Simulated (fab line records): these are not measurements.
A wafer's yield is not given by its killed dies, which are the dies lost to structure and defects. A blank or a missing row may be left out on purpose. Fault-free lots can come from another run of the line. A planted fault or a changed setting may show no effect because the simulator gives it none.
fab line records	flow nand_harc	part 2 of 2: steps 5 to 6 of 6
record: lots: 23	wafers: 69	last_day: 34
route steps=1302 shown P_GATE@155 P_M0@270 P_M2@331
lots untouched by any fault: they come from a run of this same line in which no faults occurred
start_h: hours from the record's first day to the start of the lot's first wafer shown	wait_h: how many hours have passed since the lot's step before this one	" identical to the entry in the row above	L1.1+2: a single row standing in for several wafers	- no value, or no start given	* or withheld: withheld	< > ~ a bound
route shown NAME@n: NAME is a module with steps in the file, n the number in the route of the first one	usual: the fault-free wafers' mean and standard deviation	same: alike in all rows	chamber/n: place in a boat	sites: per-site readings	_std_site: standard deviation of those values	_edge_site: inner sites' mean taken away from outer sites' mean	radius_mm: for every site, how far away it sits from the centre of the wafer	mask NAME#n: copy n	behind: the tool/chamber that last shaped the wafer	hold: what put the lot on hold/how long, in hours/how the hold closed	device: whichever transistor did not switch (one of n, p or np)	end of line: the tests these same wafers got at the end of their route	a step without rows: its recipe alone	killed: at the first sort, the dies lost to defects and structure; wafer yield is something else	map: per-die view of a wafer (x killed, . not killed, _ where there is no die)
set.NAME: the setting that was run; set.NAME@STEP: the one run at that earlier step	model.NAME: the simulator's own value behind a step, which no gauge read
route steps across a sampled set of lots; one table per step, one row per wafer
services: the hour from which a tool's chamber was out of use, counted from the record's first day as start_h (under 0 if before that day), plus the number of hours and why
== steps ==
step: NHARC_P_M0_STRIP_18
recipe: power_w: 1000	n2_flow_sccm: 150	h2_flow_sccm: 150	ar_flow_sccm: 0	bias_w: 0	chemistry: N2/H2
usual: drypump_motor_current_A: 5.8/0.44	n2_flow_sccm: 150.0/0.45	oes_product_au: 1.003/0.008	rf_vpp_V: 90.7/0.94	showerhead_plenum_p_Torr: 2.05/0.094	throttle_valve_pct: 14.170/0.0097
lot.wafer	tool	chamber	start_h	wait_h	drypump_motor_current_A	n2_flow_sccm	oes_product_au	rf_hours_counter_h	rf_vpp_V	showerhead_plenum_p_Torr	throttle_valve_pct
L076.4	rie_diel-01	2	138.02	0.1	5.7	150.0	1.003	33	89.9	1.88	14.175
L076.2	"	3	"	"	5.9	149.7	1.020	36	90.3	1.96	14.186
L076.5	"	2	"	"	5.7	150.5	1.009	-	90.4	1.88	14.165
L075.2	rie_diel-01	3	138.64	0.1	5.8	149.5	0.998	36	91.1	1.96	14.181
L075.3	"	2	"	"	5.7	151.0	1.000	33	91.0	1.88	14.172
L075.5	"	0	"	"	5.3	149.7	1.017	-	90.4	2.03	14.181
L077.1	rie_diel-08	1	148.46	0.1	6.1	150.3	1.000	24	90.2	1.98	14.169
L077.3	"	2	"	"	5.6	149.7	1.009	22	92.0	2.16	14.161
L077.2	"	3	"	"	5.9	150.1	0.979	21	90.8	2.16	14.176
L078.1	rie_diel-08	0	161.11	0.1	6.0	149.4	1.009	20	90.0	2.13	14.173
L078.3	"	1	"	"	6.1	150.0	0.997	25	89.6	1.98	14.169
L078.4	"	3	"	"	5.8	149.8	0.999	22	91.9	2.16	14.157
L079.4	rie_diel-01	1	170.57	0.1	5.5	149.5	1.006	45	90.4	2.07	14.175
L079.1	"	2	"	"	5.7	150.3	1.002	44	89.3	1.88	14.180
L079.2	"	3	"	"	5.8	149.7	0.997	49	90.9	1.95	14.178
L080.3	rie_diel-01	3	179.35	0.1	5.8	149.1	1.015	52	89.9	1.95	14.166
L080.1	"	1	"	"	5.4	150.3	1.010	48	90.9	2.07	14.169
L080.5	"	0	"	"	5.4	150.2	1.013	-	92.2	2.03	14.175
L082.1	rie_diel-09	3	197.89	0.1	6.4	149.9	1.005	17	90.4	2.07	14.177
L082.3	"	0	"	"	6.0	150.1	1.011	4	90.1	1.93	14.162
L082.6	"	0	"	"	6.0	149.8	1.005	-	89.8	1.93	14.177
L081.3	rie_diel-09	3	198.47	0.2	6.5	149.9	1.009	17	90.7	2.07	14.176
L081.1	"	0	"	"	6.0	150.3	1.004	5	90.3	1.93	14.180
L081.4	"	3	"	"	6.5	150.3	1.009	-	91.9	2.07	14.168
L083.1	rie_diel-08	0	212.48	0.1	6.0	149.6	1.012	2	91.4	2.12	14.165
L083.4	"	2	"	"	5.6	149.6	1.000	2	90.9	2.16	14.169
L083.6	"	0	"	"	6.0	149.2	1.001	-	91.4	2.12	14.181
L084.2	rie_diel-08	1	221.08	0.1	6.1	150.0	1.013	5	91.9	1.97	14.179
L084.6	"	2	"	"	5.6	150.6	1.023	-	92.6	2.16	14.166
L084.5	"	3	"	"	5.8	150.6	0.999	-	90.6	2.15	14.188
L085.1	rie_diel-08	0	229.48	0.1	6.0	149.9	1.007	6	90.0	2.12	14.169
L085.3	"	1	"	"	6.1	149.6	1.002	6	90.3	1.97	14.172
L085.2	"	2	"	"	5.6	149.9	1.014	6	90.8	2.16	14.161
L086.4	rie_diel-08	2	239.07	0.1	5.6	150.1	1.001	8	92.2	2.16	14.178
L086.3	"	0	"	"	6.0	150.0	0.993	9	90.8	2.12	14.182
L086.6	"	3	"	"	5.9	149.7	1.004	-	91.3	2.15	14.178
L087.2	rie_diel-09	2	252.79	0.1	6.2	150.7	1.000	25	90.1	1.88	14.164
L087.5	"	0	"	"	6.0	150.3	1.007	-	89.0	1.92	14.171
L087.6	"	1	"	"	4.7	149.9	1.007	-	90.6	2.08	14.177
L088.4	rie_diel-08	2	270.70	0.1	5.6	150.6	1.012	11	91.7	2.16	14.165
L088.2	"	3	"	"	5.8	150.9	0.996	12	91.1	2.15	14.174
L088.5	"	2	"	"	5.6	151.3	1.006	-	91.4	2.16	14.202
L089.2	rie_diel-08	1	271.41	0.1	6.1	150.0	1.005	10	89.3	1.97	14.158
L089.4	"	3	"	"	5.8	148.7	1.006	12	92.6	2.15	14.179
L089.5	"	1	"	"	6.1	150.5	1.009	-	89.3	1.97	14.166
L090.4	rie_diel-09	0	284.27	0.1	6.1	149.5	0.999	36	88.9	1.92	14.143
L090.3	"	2	"	"	6.1	149.7	1.006	34	88.7	1.88	14.164
L090.6	"	0	"	"	6.0	149.2	0.998	-	91.0	1.92	14.177
L091.4	rie_diel-01	0	297.71	0.1	5.4	149.4	0.991	29	90.2	2.01	14.172
L091.3	"	1	"	"	5.4	150.2	0.987	25	90.0	2.05	14.176
L091.6	"	0	"	"	5.4	149.7	0.984	-	89.8	2.01	14.194
L092.4	rie_diel-08	2	299.18	0.1	5.6	150.0	1.002	16	92.4	2.15	14.178
L092.2	"	3	"	"	5.9	149.8	0.989	17	92.1	2.15	14.170
L092.6	"	1	"	"	6.1	149.5	0.988	-	89.8	1.97	14.178
L093.2	rie_diel-09	0	307.66	0.1	6.0	150.6	1.003	41	89.9	1.92	14.167
L093.5	"	0	"	"	6.0	149.9	1.011	-	91.4	1.92	14.168
L093.6	"	1	"	"	4.7	149.5	0.998	-	91.5	2.07	14.183
L094.4	rie_diel-01	1	322.06	0.7	5.4	150.2	0.991	33	90.4	2.05	14.170
L094.2	"	3	"	"	5.8	149.5	1.007	37	90.4	1.94	14.163
L094.6	"	1	"	"	5.4	150.0	1.000	-	91.0	2.05	14.172
L095.2	rie_diel-09	1	333.66	0.1	4.7	149.8	1.002	1	89.8	2.07	14.184
L095.4	"	0	"	"	6.1	149.7	0.989	1	90.5	1.92	14.172
L095.6	"	1	"	"	4.7	149.7	0.994	-	91.6	2.07	14.179
L096.2	rie_diel-09	1	349.12	0.1	4.7	150.4	0.994	6	91.3	2.07	14.195
L096.1	"	2	"	"	6.2	149.4	1.008	6	91.6	2.22	14.168
L096.3	"	0	"	"	6.0	150.1	1.003	5	88.8	1.91	14.171
L097.2	rie_diel-08	3	355.25	0.1	5.8	150.2	0.991	27	92.3	2.15	14.167
L097.4	"	0	"	"	6.0	149.9	0.996	27	91.6	2.11	14.181
L097.6	"	2	"	"	5.6	150.5	1.000	-	90.9	2.15	14.155
step: NHARC_P_M2_DESCUM_14
recipe: time_s: 3	o2_flow_sccm: 200	ar_flow_sccm: 0	bias_power_w: 0	chemistry: O2
usual: drypump_motor_current_A: 5.8/0.34	oes_product_au: 0.998/0.0079	rf_vpp_V: 57.6/0.92	showerhead_plenum_p_Torr: 1.89/0.081	throttle_valve_pct: 11.311/0.01
lot.wafer	tool	chamber	start_h	wait_h	drypump_motor_current_A	oes_product_au	rf_hours_counter_h	rf_vpp_V	showerhead_plenum_p_Torr	throttle_valve_pct
L076.4	rie_diel-02	3	146.05	0.1	5.4	0.992	7.0	56.7	1.80	11.316
L076.2	"	0	"	"	6.3	0.999	6.2	58.4	1.97	11.308
L076.5	"	3	"	"	5.4	0.992	-	56.5	1.80	11.329
L075.2	rie_diel-04	2	146.62	0.1	6.3	1.006	6.4	55.7	1.86	11.314
L075.3	"	1	"	"	5.6	1.009	6.6	57.3	1.78	11.313
L075.5	"	3	"	"	5.8	1.002	-	57.5	1.86	11.325
L077.3	rie_diel-04	3	156.17	0.1	5.8	0.998	7.4	57.4	1.86	11.303
L077.1	"	1	"	"	5.6	1.007	6.9	57.2	1.78	11.323
L077.2	"	2	"	"	6.4	1.013	6.7	57.2	1.86	11.318
L078.1	rie_diel-02	0	169.00	0.1	6.3	1.005	7.0	57.7	1.97	11.323
L078.4	"	1	"	"	6.0	0.993	8.4	60.5	2.05	11.313
L078.3	"	2	"	"	5.8	1.008	7.2	57.7	1.88	11.307
L079.4	rie_diel-02	1	178.42	0.1	6.0	0.996	8.8	59.2	2.05	11.326
L079.1	"	2	"	"	5.7	1.005	7.6	56.7	1.88	11.304
L079.2	"	3	"	"	5.4	0.992	8.2	57.5	1.80	11.312
L080.1	rie_diel-04	1	187.07	0.1	5.6	0.989	0	56.9	1.78	11.307
L080.3	"	0	"	"	5.7	1.004	0	57.1	1.92	11.317
L080.5	"	2	"	"	6.4	1.002	-	56.9	1.86	11.339
L082.1	rie_diel-04	2	205.65	0.1	6.3	0.998	0.4	56.3	1.86	11.303
L082.3	"	0	"	"	5.7	1.006	0.3	57.6	1.92	11.321
L082.6	"	1	"	"	5.6	0.998	-	56.6	1.78	11.311
L081.3	rie_diel-13	2	206.23	0.1	5.2	0.985	1.8	58.0	1.79	11.299
L081.1	"	0	"	"	5.9	0.986	1.5	59.6	1.98	11.315
L081.4	"	2	"	"	5.2	0.998	-	56.9	1.79	11.310
L083.4	rie_diel-13	1	220.38	0.1	6.1	0.994	1.8	57.1	1.93	11.295
L083.1	"	2	"	"	5.2	0.991	2.1	56.7	1.79	11.327
L083.6	"	0	"	"	6.0	0.991	-	56.7	1.98	11.326
L084.2	rie_diel-02	1	228.88	0.1	6.0	1.005	0	58.9	2.05	11.313
L084.5	"	3	"	"	5.4	0.994	-	56.9	1.80	11.314
L084.6	"	0	"	"	6.3	1.002	-	58.9	1.97	11.320
L085.3	rie_diel-13	2	237.53	0.1	5.2	0.999	3.6	56.6	1.79	11.311
L085.1	"	3	"	"	6.2	0.996	3.6	57.4	1.85	11.305
L085.2	"	0	"	"	5.9	0.992	2.9	57.6	1.97	11.315
L086.3	rie_diel-02	3	247.41	0.1	5.4	0.993	0.8	58.4	1.80	11.310
L086.4	"	1	"	"	6.0	0.995	0.5	57.4	2.05	11.319
L086.6	"	2	"	"	5.7	1.002	-	56.9	1.88	11.302
L087.2	rie_diel-04	0	260.64	0.1	5.7	1.011	5.5	56.9	1.92	11.291
L087.6	"	1	"	"	5.5	1.005	-	57.3	1.78	11.299
L087.5	"	2	"	"	6.3	1.005	-	57.4	1.86	11.311
L088.4	rie_diel-13	2	278.44	0.1	5.2	0.982	6.5	56.4	1.79	11.291
L088.2	"	1	"	"	6.1	1.009	5.7	58.0	1.93	11.307
L088.5	"	3	"	"	6.2	0.993	-	58.4	1.85	11.314
L089.4	rie_diel-13	2	279.30	0.1	5.2	1.003	6.5	57.2	1.79	11.321
L089.2	"	1	"	"	6.1	1.000	5.7	58.8	1.93	11.315
L089.5	"	2	"	"	5.2	0.986	-	56.1	1.79	11.298
L090.3	rie_diel-04	0	291.87	0.1	5.7	0.993	7.4	59.0	1.92	11.320
L090.4	"	3	"	"	5.7	1.005	5.9	58.5	1.85	11.313
L090.6	"	0	"	"	5.8	1.009	-	57.3	1.92	11.313
L091.3	rie_diel-13	3	305.55	0.1	6.2	0.990	8.1	59.0	1.85	11.329
L091.4	"	2	"	"	5.2	0.995	7.2	58.9	1.79	11.322
L091.6	"	0	"	"	5.9	1.014	-	57.4	1.97	11.315
L092.2	rie_diel-04	1	306.82	0.1	5.6	0.994	7.3	57.7	1.78	11.307
L092.4	"	2	"	"	6.3	0.994	6.6	56.9	1.86	11.303
L092.6	"	0	"	"	5.7	1.006	-	58.5	1.92	11.310
L093.2	rie_diel-04	2	315.43	0.1	6.3	1.005	6.7	57.7	1.86	11.310
L093.6	"	3	"	"	5.8	1.005	-	57.5	1.85	11.297
L093.5	"	0	"	"	5.8	1.011	-	57.0	1.92	11.298
L094.4	rie_diel-13	0	330.06	0.1	5.9	1.000	9.3	57.7	1.97	11.308
L094.2	"	2	"	"	5.2	0.996	8.6	57.6	1.79	11.326
L094.6	"	3	"	"	6.2	0.983	-	58.6	1.85	11.310
L095.2	rie_diel-13	0	341.45	0.1	5.9	0.995	10.4	58.5	1.97	11.305
L095.4	"	1	"	"	6.1	0.997	-	56.7	1.93	11.308
L095.6	"	0	"	"	5.9	1.000	-	57.3	1.97	11.297
L096.2	rie_diel-02	2	357.01	0.1	5.7	0.993	4.0	57.3	1.88	11.318
L096.1	"	3	"	"	5.4	0.986	3.8	56.6	1.80	11.314
L096.3	"	0	"	"	6.3	1.004	3.4	58.6	1.97	11.321
L097.4	rie_diel-02	3	362.95	0.1	5.4	0.983	4.3	59.5	1.80	11.325
L097.2	"	2	"	"	5.7	0.977	4.6	59.0	1.88	11.311
L097.6	"	0	"	"	6.3	0.988	-	56.9	1.97	11.331
== services ==
tool	chamber	start_h	hours	kind
rie_diel-02	-	92.27	0.2	repair
rie_diel-03	-	104.30	9.0	pm
plasma_asher-02	-	125.88	1.2	repair
plasma_asher-02	-	150.40	0.9	repair
plasma_asher-01	-	165.00	9.0	pm
rie_diel-13	-	165.00	9.0	pm
rie_diel-08	1	166.63	15.2	repair
rie_diel-02	-	166.78	1.2	repair
rie_diel-08	0	173.04	23.7	repair
rie_diel-08	-	191.83	9.0	pm
rie_diel-13	3	203.33	7.7	repair
rie_diel-02	-	205.43	1.9	repair
rie_diel-02	-	216.70	9.0	pm
rie_diel-08	1	231.15	4.8	repair
plasma_asher-02	-	249.04	9.0	pm
plasma_asher-01	-	252.35	5.9	repair
rie_diel-13	-	284.62	0.1	repair
plasma_asher-02	-	303.95	10.4	repair
rie_diel-02	-	308.85	0.6	repair
rie_diel-13	0	324.35	3.3	repair
rie_diel-13	3	340.62	3.4	repair
plasma_asher-01	-	342.00	9.0	pm
rie_diel-13	-	342.00	9.0	pm
rie_diel-02	3	347.78	4.5	repair
